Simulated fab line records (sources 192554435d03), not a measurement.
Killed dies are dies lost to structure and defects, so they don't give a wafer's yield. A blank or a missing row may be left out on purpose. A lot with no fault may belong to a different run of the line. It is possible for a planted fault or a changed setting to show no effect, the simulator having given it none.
fab line records ; flow n5Finfet ; part 2 of 2: steps 16 to 16 of 16
record lots=7; wafers=21; lastDay=17
route steps=1938 shown SD_EPI_P@309 BEOL_M4@1111 PASSIVATION@1936
lots untouched by any fault: they come from a run of this same line in which no faults occurred
startH: hours from the record's first day to the start of the lot's first wafer shown ; waitH: hours since the lot's step before ; " as in the row above ; L1.1+2: several wafers, shown together as one row ; - no value, or no start was given ; * or withheld: withheld ; < > ~ a bound
route shown NAME@n: names a module that has steps shown in the file, with the first one's number in the route ; usual: mean and standard deviation over wafers with no fault ; same: alike in all rows ; chamber/n: place in a boat ; sites: readings site by site ; _std_site: standard deviation across them ; _edge_site: outer sites' mean less inner sites' ; radiusMm: for every site, how far away it sits from the centre of the wafer ; mask NAME#n: copy n ; behind: the tool/chamber that last shaped the wafer ; hold: why the lot was held/for how many hours/how that ended ; device: names the non-switching transistor (n, p or np) ; end of line: the tests these same wafers got at the end of their route ; step lacking rows: just its recipe ; killed: dies lost to structure and defects at the first sort, not the wafer's yield ; map: shows each die of a wafer: x if killed, . if not, _ if none is there
set.NAME: the setting that was run; set.NAME@STEP: the one run at that earlier step ; model.NAME: the simulator's own value behind a step, which no gauge read
lots at selected steps of the route; one table per step, one row per wafer
services: when a tool's chamber went out of use (startH, in hours from the record's first day, below 0 if earlier), for how many hours, and the reason
## steps
# step N5_PASSIVATION_PROBE_49
# usual defectLimitedYield=91.1/1.4; killed_at_M0_to_M3=32/9.3; killed_at_M4_up=13/5.8; killedAtContacts=12/6.3; killedAtFrontEnd=44/12; killedAtOther=3.6/2.7; killedDies=104/17; killedOnRim=14/3.9; killedOpen=69/13; killedShort=34/6.9; sort_bin_5_function=5.2/0.98; sort_bin_6_memory=3.3/0.59; sortNPass=1075/17; sortYieldPct=91.1/1.4
# same grossDies=1180; killedAtBackSide=0; sort_bin_4_leakage[%]=0; sort_bin_8_speed[%]=0
lot.wafer;tool;chamber;startH;waitH;defectLimitedYield[%];killed_at_M0_to_M3;killed_at_M4_up;killedAtContacts;killedAtFrontEnd;killedAtOther;killedDies;killedOnRim;killedOpen;killedShort;sort_bin_5_function[%];sort_bin_6_memory[%];sortNPass;sortYieldPct[%]
L512.1;prober-01;-;332.66;0.0;92.3;31;3;7;44;6;91;14;59;31;4.9;2.5;1089;92.3
L512.2;prober-01;-;332.71;0.1;90.8;40;13;14;34;8;109;23;78;29;5.3;3.7;1071;90.8
L512.6;prober-01;-;332.91;0.3;93.4;29;9;6;24;10;78;11;53;23;3.7;2.7;1102;93.4
L516.3;prober-02;-;351.38;0.1;91.9;36;9;6;41;3;95;8;65;30;4.1;3.6;1085;91.9
L516.4;prober-02;-;351.43;0.2;91.8;38;3;12;44;0;97;16;61;36;5.8;2.1;1083;91.8
L516.5;prober-02;-;351.48;0.2;92.3;27;9;13;38;4;91;13;56;34;4.7;2.8;1089;92.3
L517.1;prober-02;-;360.80;0.0;93.4;15;17;17;29;0;78;11;55;23;4.3;2.1;1102;93.4
L517.2;prober-02;-;360.85;0.1;90.8;43;12;19;32;2;108;20;65;35;5.0;3.6;1072;90.8
L517.6;prober-02;-;361.05;0.3;92.8;40;8;7;28;2;85;13;52;32;4.0;3.0;1095;92.8
L521.1;prober-02;-;376.18;0.0;91.4;33;8;4;54;3;102;10;68;33;5.0;3.5;1078;91.4
L521.5;prober-02;-;376.38;0.2;89.8;51;8;12;47;2;120;15;88;30;6.1;3.6;1060;89.8
L521.6;prober-02;-;376.43;0.3;89.9;45;7;8;56;3;119;17;73;46;5.5;4.2;1061;89.9
L523.1;prober-01;-;392.15;0.0;0;37;15;15;1107;6;1180;152;83;36;96.1;3.0;0;0
L523.3;prober-01;-;392.25;0.1;0;29;6;16;1127;2;1180;152;56;27;97.2;2.5;0;0
L523.4;prober-01;-;392.30;0.2;0;27;15;21;1111;6;1180;152;77;32;96.2;3.5;0;0
L524.2;prober-02;-;396.23;0.1;0;39;23;8;1095;15;1180;152;69;37;95.8;3.9;0;0
L524.3;prober-02;-;396.28;0.1;0;24;13;6;1131;6;1180;152;52;30;97.4;2.2;0;0
L524.6;prober-02;-;396.43;0.3;0;37;8;11;1114;10;1180;152;74;32;97.1;2.6;0;0
L522.1;prober-01;-;398.17;0.0;0;24;14;18;1119;5;1180;152;62;35;97.1;2.8;0;0
L522.2;prober-01;-;398.22;0.1;0;18;10;17;1134;1;1180;152;57;25;96.9;2.5;0;0
L522.4;prober-01;-;398.32;0.2;0;28;14;14;1124;0;1180;152;62;27;96.9;2.8;0;0
# killed by level:class
L512.1 BEOL_M3:geometricParticle:open=8 STI_FIN_REVEAL:geometricParticle:open=7 GATE_CUT:geometricParticle:short=7 BEOL_M0_SAQP:geometricParticle:open=7 FIN_SAQP:geometricParticle:open=6 BEOL_M2:geometricParticle:open=6 FIN_SAQP:geometricParticle:short=5 MOL_CONTACT_COAG:geometricParticle:open=5
L512.2 BEOL_M3:geometricParticle:open=13 MOL_CONTACT_COAG:geometricParticle:open=11 FIN_SAQP:geometricParticle:short=10 BEOL_M1:geometricParticle:open=9 FIN_SAQP:geometricParticle:open=7 BEOL_M7:geometricParticle:open=7 BEOL_M2:geometricParticle:open=5 STI_FIN_REVEAL:geometricParticle:open=4
L512.6 BEOL_M3:geometricParticle:open=8 MOL_CONTACT_COAG:geometricParticle:open=6 BEOL_M1:geometricParticle:open=6 GATE_CUT:geometricParticle:short=4 BEOL_M0_SAQP:geometricParticle:open=4 FIN_SAQP:geometricParticle:open=3 MIM_TOP_ETCH:geometricParticle:short=3 BEOL_M0_SAQP:geometricParticle:short=3
L516.3 BEOL_M0_SAQP:geometricParticle:open=15 FIN_SAQP:geometricParticle:open=14 BEOL_M3:geometricParticle:open=9 FIN_SAQP:geometricParticle:short=7 DUMMY_GATE:geometricParticle:open=7 MOL_CONTACT_COAG:geometricParticle:open=6 BEOL_M0_SAQP:geometricParticle:short=6 DUMMY_GATE:geometricParticle:short=3
L516.4 FIN_SAQP:geometricParticle:short=14 MOL_CONTACT_COAG:geometricParticle:open=11 FIN_SAQP:geometricParticle:open=10 BEOL_M3:geometricParticle:open=8 BEOL_M0_SAQP:geometricParticle:open=8 DUMMY_GATE:geometricParticle:open=7 BEOL_M0_SAQP:geometricParticle:short=7 BEOL_M1:geometricParticle:open=5
L516.5 MOL_CONTACT_COAG:geometricParticle:open=13 FIN_SAQP:geometricParticle:open=12 FIN_SAQP:geometricParticle:short=9 GATE_CUT:geometricParticle:short=5 BEOL_M1:geometricParticle:short=5 BEOL_M1:geometricParticle:open=4 STARTING-WAFER:geometricParticle:open=4 DUMMY_GATE:geometricParticle:open=3
L517.1 MOL_CONTACT_COAG:geometricParticle:open=13 BEOL_M4:geometricParticle:open=9 FIN_SAQP:geometricParticle:open=6 BEOL_M1:geometricParticle:open=5 FIN_SAQP:geometricParticle:short=4 STI_FIN_REVEAL:geometricParticle:open=4 DUMMY_GATE:geometricParticle:open=4 MOL_CONTACT_COAG:geometricParticle:short=4
L517.2 MOL_CONTACT_COAG:geometricParticle:open=13 BEOL_M0_SAQP:geometricParticle:open=9 BEOL_M0_SAQP:geometricParticle:short=8 BEOL_M4:geometricParticle:open=7 BEOL_M2:geometricParticle:open=7 BEOL_M3:geometricParticle:open=7 HKMG_FIN:areaEtch=6 STI_FIN_REVEAL:geometricParticle:open=5
L517.6 BEOL_M2:geometricParticle:open=12 BEOL_M0_SAQP:geometricParticle:open=9 BEOL_M0_SAQP:geometricParticle:short=8 FIN_SAQP:geometricParticle:open=6 FIN_SAQP:geometricParticle:short=5 MOL_CONTACT_COAG:geometricParticle:open=5 BEOL_M4:geometricParticle:open=5 STARTING-WAFER:geometricParticle:open=4
L521.1 STI_FIN_REVEAL:geometricParticle:open=21 BEOL_M3:geometricParticle:open=8 FIN_SAQP:geometricParticle:short=7 BEOL_M2:geometricParticle:open=6 FIN_SAQP:geometricParticle:open=5 GATE_CUT:geometricParticle:short=5 BEOL_M0_SAQP:geometricParticle:open=5 STI_FIN_REVEAL:geometricParticle:short=4
L521.5 MOL_CONTACT_COAG:geometricParticle:open=12 BEOL_M2:geometricParticle:open=12 BEOL_M3:geometricParticle:open=12 FIN_SAQP:geometricParticle:open=10 BEOL_M0_SAQP:geometricParticle:open=8 FIN_SAQP:geometricParticle:short=7 BEOL_M0_SAQP:geometricParticle:short=7 STI_FIN_REVEAL:geometricParticle:open=6
L521.6 BEOL_M0_SAQP:geometricParticle:short=14 STI_FIN_REVEAL:geometricParticle:open=13 BEOL_M2:geometricParticle:open=12 FIN_SAQP:geometricParticle:short=9 DUMMY_GATE:geometricParticle:open=8 MOL_CONTACT_COAG:geometricParticle:open=8 DUMMY_GATE:geometricParticle:short=6 FIN_SAQP:geometricParticle:open=5
L523.1 SD_EPI_P:areaEpi=1061 STI_FIN_REVEAL:geometricParticle:open=14 MOL_CONTACT_COAG:geometricParticle:open=13 FIN_SAQP:geometricParticle:short=9 BEOL_M0_SAQP:geometricParticle:open=9 BEOL_M3:geometricParticle:open=8 BEOL_M1:geometricParticle:open=7 BEOL_M2:geometricParticle:open=7
L523.3 SD_EPI_P:areaEpi=1097 MOL_CONTACT_COAG:geometricParticle:open=14 BEOL_M0_SAQP:geometricParticle:open=9 BEOL_M0_SAQP:geometricParticle:short=7 BEOL_M2:geometricParticle:open=5 FIN_SAQP:geometricParticle:open=4 STI_FIN_REVEAL:geometricParticle:open=4 DUMMY_GATE:geometricParticle:open=4
L523.4 SD_EPI_P:areaEpi=1071 MOL_CONTACT_COAG:geometricParticle:open=18 FIN_SAQP:geometricParticle:open=10 BEOL_M0_SAQP:geometricParticle:short=8 BEOL_M7:geometricParticle:open=8 GATE_CUT:geometricParticle:short=7 BEOL_M2:geometricParticle:open=7 FIN_SAQP:geometricParticle:short=6
L524.2 SD_EPI_P:areaEpi=1074 BEOL_M2:geometricParticle:open=10 FIN_SAQP:geometricParticle:short=7 BEOL_M2:geometricParticle:short=7 MOL_CONTACT_COAG:geometricParticle:open=7 BEOL_M5:geometricParticle:open=7 BEOL_M0:geometricParticle:open=5 BEOL_M3:geometricParticle:open=5
L524.3 SD_EPI_P:areaEpi=1097 FIN_SAQP:geometricParticle:open=6 STI_FIN_REVEAL:geometricParticle:open=6 BEOL_M0_SAQP:geometricParticle:short=6 BEOL_M2:geometricParticle:open=5 BEOL_M3:geometricParticle:open=5 DUMMY_GATE:geometricParticle:short=4 BEOL_M0_SAQP:geometricParticle:open=4
L524.6 SD_EPI_P:areaEpi=1074 DUMMY_GATE:geometricParticle:open=12 MOL_CONTACT_COAG:geometricParticle:open=10 BEOL_M3:geometricParticle:open=10 FIN_SAQP:geometricParticle:open=7 BEOL_M2:geometricParticle:open=5 BEOL_M0_SAQP:geometricParticle:open=5 STI_FIN_REVEAL:geometricParticle:open=4
L522.1 SD_EPI_P:areaEpi=1081 FIN_SAQP:geometricParticle:open=11 MOL_CONTACT_COAG:geometricParticle:open=11 GATE_CUT:geometricParticle:short=7 MOL_CONTACT_COAG:geometricParticle:short=7 FIN_SAQP:geometricParticle:short=6 BEOL_M3:geometricParticle:open=6 BEOL_M2:geometricParticle:open=6
L522.2 SD_EPI_P:areaEpi=1098 MOL_CONTACT_COAG:geometricParticle:open=15 FIN_SAQP:geometricParticle:open=13 FIN_SAQP:geometricParticle:short=7 BEOL_M4:geometricParticle:open=7 GATE_CUT:geometricParticle:open=5 GATE_CUT:geometricParticle:short=4 BEOL_M0_SAQP:geometricParticle:open=4
L522.4 SD_EPI_P:areaEpi=1089 FIN_SAQP:geometricParticle:open=16 MOL_CONTACT_COAG:geometricParticle:open=7 MOL_CONTACT_COAG:geometricParticle:short=7 BEOL_M4:geometricParticle:open=7 BEOL_M1:geometricParticle:open=6 FIN_SAQP:geometricParticle:short=5 BEOL_M2:geometricParticle:open=5
# map L522.1 (x killed, . not)
_________________xxxxxxxxxxxx________________
______________xxxxxxxxxxxxxxxxxx_____________
___________xxxxxxxxxxxxxxxxxxxxxxxx__________
__________xxxxxxxxxxxxxxxxxxxxxxxxxx_________
________xxxxxxxxxxxxxxxxxxxxxxxxxxxxxx_______
_______xxxxxxxxxxxxxxxxxxxxxxxxxxxxxxxx______
______xxxxxxxxxxxxxxxxxxxxxxxxxxxxxxxxxx_____
_____xxxxxxxxxxxxxxxxxxxxxxxxxxxxxxxxxxxx____
____xxxxxxxxxxxxxxxxxxxxxxxxxxxxxxxxxxxxxx___
___xxxxxxxxxxxxxxxxxxxxxxxxxxxxxxxxxxxxxxxx__
___xxxxxxxxxxxxxxxxxxxxxxxxxxxxxxxxxxxxxxxx__
__xxxxxxxxxxxxxxxxxxxxxxxxxxxxxxxxxxxxxxxxxx_
__xxxxxxxxxxxxxxxxxxxxxxxxxxxxxxxxxxxxxxxxxx_
_xxxxxxxxxxxxxxxxxxxxxxxxxxxxxxxxxxxxxxxxxxxx
_xxxxxxxxxxxxxxxxxxxxxxxxxxxxxxxxxxxxxxxxxxxx
_xxxxxxxxxxxxxxxxxxxxxxxxxxxxxxxxxxxxxxxxxxxx
_xxxxxxxxxxxxxxxxxxxxxxxxxxxxxxxxxxxxxxxxxxxx
_xxxxxxxxxxxxxxxxxxxxxxxxxxxxxxxxxxxxxxxxxxxx
_xxxxxxxxxxxxxxxxxxxxxxxxxxxxxxxxxxxxxxxxxxxx
_xxxxxxxxxxxxxxxxxxxxxxxxxxxxxxxxxxxxxxxxxxxx
_xxxxxxxxxxxxxxxxxxxxxxxxxxxxxxxxxxxxxxxxxxxx
__xxxxxxxxxxxxxxxxxxxxxxxxxxxxxxxxxxxxxxxxxx_
__xxxxxxxxxxxxxxxxxxxxxxxxxxxxxxxxxxxxxxxxxx_
___xxxxxxxxxxxxxxxxxxxxxxxxxxxxxxxxxxxxxxxx__
___xxxxxxxxxxxxxxxxxxxxxxxxxxxxxxxxxxxxxxxx__
____xxxxxxxxxxxxxxxxxxxxxxxxxxxxxxxxxxxxxx___
_____xxxxxxxxxxxxxxxxxxxxxxxxxxxxxxxxxxxx____
______xxxxxxxxxxxxxxxxxxxxxxxxxxxxxxxxxx_____
_______xxxxxxxxxxxxxxxxxxxxxxxxxxxxxxxx______
________xxxxxxxxxxxxxxxxxxxxxxxxxxxxxx_______
__________xxxxxxxxxxxxxxxxxxxxxxxxxx_________
___________xxxxxxxxxxxxxxxxxxxxxxxx__________
______________xxxxxxxxxxxxxxxxxx_____________
_________________xxxxxxxxxxxx________________
# map L523.1 (x killed, . not)
_________________xxxxxxxxxxxx________________
______________xxxxxxxxxxxxxxxxxx_____________
___________xxxxxxxxxxxxxxxxxxxxxxxx__________
__________xxxxxxxxxxxxxxxxxxxxxxxxxx_________
________xxxxxxxxxxxxxxxxxxxxxxxxxxxxxx_______
_______xxxxxxxxxxxxxxxxxxxxxxxxxxxxxxxx______
______xxxxxxxxxxxxxxxxxxxxxxxxxxxxxxxxxx_____
_____xxxxxxxxxxxxxxxxxxxxxxxxxxxxxxxxxxxx____
____xxxxxxxxxxxxxxxxxxxxxxxxxxxxxxxxxxxxxx___
___xxxxxxxxxxxxxxxxxxxxxxxxxxxxxxxxxxxxxxxx__
___xxxxxxxxxxxxxxxxxxxxxxxxxxxxxxxxxxxxxxxx__
__xxxxxxxxxxxxxxxxxxxxxxxxxxxxxxxxxxxxxxxxxx_
__xxxxxxxxxxxxxxxxxxxxxxxxxxxxxxxxxxxxxxxxxx_
_xxxxxxxxxxxxxxxxxxxxxxxxxxxxxxxxxxxxxxxxxxxx
_xxxxxxxxxxxxxxxxxxxxxxxxxxxxxxxxxxxxxxxxxxxx
_xxxxxxxxxxxxxxxxxxxxxxxxxxxxxxxxxxxxxxxxxxxx
_xxxxxxxxxxxxxxxxxxxxxxxxxxxxxxxxxxxxxxxxxxxx
_xxxxxxxxxxxxxxxxxxxxxxxxxxxxxxxxxxxxxxxxxxxx
_xxxxxxxxxxxxxxxxxxxxxxxxxxxxxxxxxxxxxxxxxxxx
_xxxxxxxxxxxxxxxxxxxxxxxxxxxxxxxxxxxxxxxxxxxx
_xxxxxxxxxxxxxxxxxxxxxxxxxxxxxxxxxxxxxxxxxxxx
__xxxxxxxxxxxxxxxxxxxxxxxxxxxxxxxxxxxxxxxxxx_
__xxxxxxxxxxxxxxxxxxxxxxxxxxxxxxxxxxxxxxxxxx_
___xxxxxxxxxxxxxxxxxxxxxxxxxxxxxxxxxxxxxxxx__
___xxxxxxxxxxxxxxxxxxxxxxxxxxxxxxxxxxxxxxxx__
____xxxxxxxxxxxxxxxxxxxxxxxxxxxxxxxxxxxxxx___
_____xxxxxxxxxxxxxxxxxxxxxxxxxxxxxxxxxxxx____
______xxxxxxxxxxxxxxxxxxxxxxxxxxxxxxxxxx_____
_______xxxxxxxxxxxxxxxxxxxxxxxxxxxxxxxx______
________xxxxxxxxxxxxxxxxxxxxxxxxxxxxxx_______
__________xxxxxxxxxxxxxxxxxxxxxxxxxx_________
___________xxxxxxxxxxxxxxxxxxxxxxxx__________
______________xxxxxxxxxxxxxxxxxx_____________
_________________xxxxxxxxxxxx________________
## services
tool;chamber;startH;hours;kind
rieDiel-06;1;75.09;4.7;repair
rieSi-06;1;81.23;2.9;repair
rieDiel-06;1;99.01;14.3;repair
rieDiel-03;2;102.53;7.6;repair
rieSi-01;1;107.74;7.3;repair
rieSi-04;2;121.91;6.5;repair
rieDiel-05;1;134.88;12.3;repair
plasmaAsher-01;-;138.79;1.2;repair
rieSi-01;2;139.71;5.5;repair
rieDiel-06;1;142.70;5.8;repair
epiRpcvd-04;-;147.42;0.7;repair
rieDiel-05;1;150.32;-;clean
rieDiel-05;1;150.32;-;consumableReplace:focusRing
rieDiel-05;1;150.32;18.0;scheduledDown
rieDiel-05;1;150.32;18.0;ventCycle
rieDiel-06;2;160.23;3.0;repair
rieSi-01;-;160.32;2.8;pm
## key
firstSign step=N5_SD_EPI_P_EPI_21; reading=toolRecord; direction=missing
effect step=N5_PASSIVATION_PROBE_49; reading=sort_bin_5_function; direction=up; sigmas=93; usual=5.2; struck=96.7
moreKillsBornAt N5_SD_EPI_P_EPI_21@epiRpcvd-02=9742
metAt N5_SD_EPI_P_EPI_21
struckWafers L522.1,L522.2,L522.4,L523.1,L523.3,L523.4,L524.2,L524.3,L524.6
laterRowsLeftOut L522.1,L522.2,L522.4,L523.1,L523.3,L523.4,L524.2,L524.3,L524.6
onsetBetween 97.56 155.63
fault kind=skippedStepWhole; tool=epiRpcvd-02; chamber=-; onsetH=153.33; steps=N5_SD_EPI_P_EPI_21; scope=struckLotsOnly
# laterRowsLeftOut: the simulator's readings of these wafers behind a module that went badly wrong aren't trusted and aren't shown, but for the sort
